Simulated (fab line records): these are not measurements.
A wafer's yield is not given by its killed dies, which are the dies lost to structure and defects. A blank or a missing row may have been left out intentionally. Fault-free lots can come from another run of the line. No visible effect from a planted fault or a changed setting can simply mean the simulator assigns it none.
A struck lot beside a sound one || flow n5Finfet || 28 out of 1938 route steps
Sound: wafers L235.3, L235.5, L235.6. Wafers struck: L252.2, L252.3, L252.6. The cause is named last.
At each step with rows: each side's tool, then ch and its chambers, then its first start. Under that, the readings that differ: sound wafers || struck wafers || difference of the means || sigmas: that difference in standard deviations of wafers without a fault.
alike: readings with means less than 2 such deviations apart, plus words and numbers identical on both sides. not compared: withheld readings, readings lacking a value on some wafer, bounds such as >300 that could conceal the same value, and numbers that have no deviation in the record and whose values overlap.
Wherever a step has rows on one side only, a row that says differs or no value, or a row with sigmas, the two part there. Non-overlapping numbers with no deviation appear without sigmas and do not part them. A reading missing from all wafers of one side parts the sides only when that side holds two or more wafers.

first, 8 steps without rows for these wafers: N5_BEOL_M0_CMP_120 (polishes, stops on SiOC, t overpolish 6.9 s); N5_BEOL_M0_PRE_CLEAN_131 (time 15 s); N5_BEOL_M0_CO_CAP_123 (material Co, precursor CCTBA/H2, target thk 2 nm, time 102.1 s); N5_BEOL_M0_PRE_CLEAN_124 (time 15 s); N5_BEOL_M0_DEP_125 (deposits SiCN from 3MS/NH3, target thk 8 nm, time 14 s); N5_BEOL_M1_ILD_DEP_00 (deposits SiOC from DEMS/O2, target thk 79 nm, time 15.3 s); N5_BEOL_M1_PECVD_72 (deposits SiO2 from TEOS/O2, target thk 16 nm, time 18 s); N5_BEOL_M1_HM_DEP_02 (deposits TiN, target thk 20 nm).
N5_BEOL_M1_COAT_61: time 60 s, resist thk 60 nm.
  sound on lithoTrack-05 ch 0, day 6 19:55; struck on lithoTrack-01 ch 0, day 11 06:59
{"reading": "spinSpeedRpm (rpm)", "sound": "1499.7 1499.4 1500.5", "struck": "1353.5 1350.7 1350.9", "difference": -148.2, "sigmas": "-99 or more"}
{"reading": "model.SOC_of_BEOL_M1_COAT_61.thkNm (nm)", "sound": "60 60.2 60", "struck": "63.2 63.2 63.2", "difference": "+3.1", "sigmas": ""}
  alike: plateTempC
then, 11 steps without rows for these wafers: N5_BEOL_M1_COAT_62 (time 60 s, resist thk 12 nm); N5_BEOL_M1_COAT_73 (time 60 s, resist thk 5 nm); N5_BEOL_M1_COAT_05 (resist thk 30 nm); N5_BEOL_M1_EBR_07; N5_BEOL_M1_SOFTBAKE_06 (time 60 s); N5_BEOL_M1_EXPOSE_08 (exposes mask M1); N5_BEOL_M1_PEB_09 (peb time 60 s); N5_BEOL_M1_DEVELOP_10 (develop time 30 s); N5_BEOL_M1_DESCUM_16 (chemistry O2, time 7 s); N5_BEOL_M1_ETCH_74 (etches underlayer in N2/H2, target depth 6.5 nm, time 5.2 s); N5_BEOL_M1_ETCH_63 (etches SiARC in CF4, target depth 15.6 nm, time 26 s).
N5_BEOL_M1_ETCH_64: etches SOC in N2/H2, target depth 75 nm, overetch 15 nm, time 112.5 s.
  sound on rieDiel-05 ch 0,2,3, day 6 20:22; struck on rieDiel-04 ch 0,2,3, day 11 07:37
{"reading": "model.etch.depthNm (nm)", "sound": "60.09 60.1 59.95", "struck": "63.26 63.18 63.26", "difference": "+3.19", "sigmas": ""}
  alike: drypumpMotorCurrentA, oesProductAu, rfVppV, showerheadPlenumPTorr, throttleValvePct
  not compared: rfHoursCounterH
then, 3 steps without rows for these wafers: N5_BEOL_M1_STRIP_65 (strips in N2/H2); N5_BEOL_M1_STRIP_75 (strips in N2/H2); N5_BEOL_M1_STRIP_66 (strips in CF4).
N5_BEOL_M1_HM_OPEN_17: chemistry Cl2/BCl3, target TiN, target depth 20 nm, overetch 6 nm.
  sound on rieMetal-03 ch 0,1, day 6 20:34; struck on rieMetal-02 ch 0, day 11 07:47
{"reading": "model.SOC_of_BEOL_M1_COAT_61.thkNm (nm)", "sound": "52.2 52.2 52", "struck": "55.4 55.4 55.6", "difference": "+3.3", "sigmas": ""}
  alike: drypumpMotorCurrentA, oesProductAu, throttleValvePct
  not compared: rfHoursCounterH
then, 1 step without rows for these wafers: N5_BEOL_M1_STRIP_19 (strips in O2).
N5_BEOL_M4_RC_MEAS_101:
  sound on prober-01 ch 0, day 8 15:01; struck on prober-02 ch 0, day 13 03:47
  alike: DIBL_N, DIBL_P, IOFF_N, IOFF_P, ION_N, ION_P, SS_N, SS_P, VT_N, VT_P
-- record jumps: 4 days separate the struck wafers' starts on either side; left off in module BEOL_M4, taken up again in module PASSIVATION, whose first shown step is the route's number 1936 --
N5_PASSIVATION_PROBE_49:
  struck on prober-01, day 17 13:34; sound on prober-02, day 13 02:01
  alike: defectLimitedYield, killed_at_M0_to_M3, killed_at_M4_up, killedAtContacts, killedAtFrontEnd, killedAtOther, killedDies, killedOpen, killedShort, sort_bin_4_leakage, sort_bin_5_function, sort_bin_6_memory, sortNPass, sortYieldPct

## WHERE THEY PART
Only at N5_BEOL_M1_COAT_61, within this record. Later steps at which nothing parts them and some readings are alike: N5_BEOL_M1_ETCH_64, N5_BEOL_M1_HM_OPEN_17, N5_BEOL_M4_RC_MEAS_101, N5_PASSIVATION_PROBE_49.

WHY: what had been put in by the simulator
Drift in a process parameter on lithoTrack-01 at N5_BEOL_M1_COAT_61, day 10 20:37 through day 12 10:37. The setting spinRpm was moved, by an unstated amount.
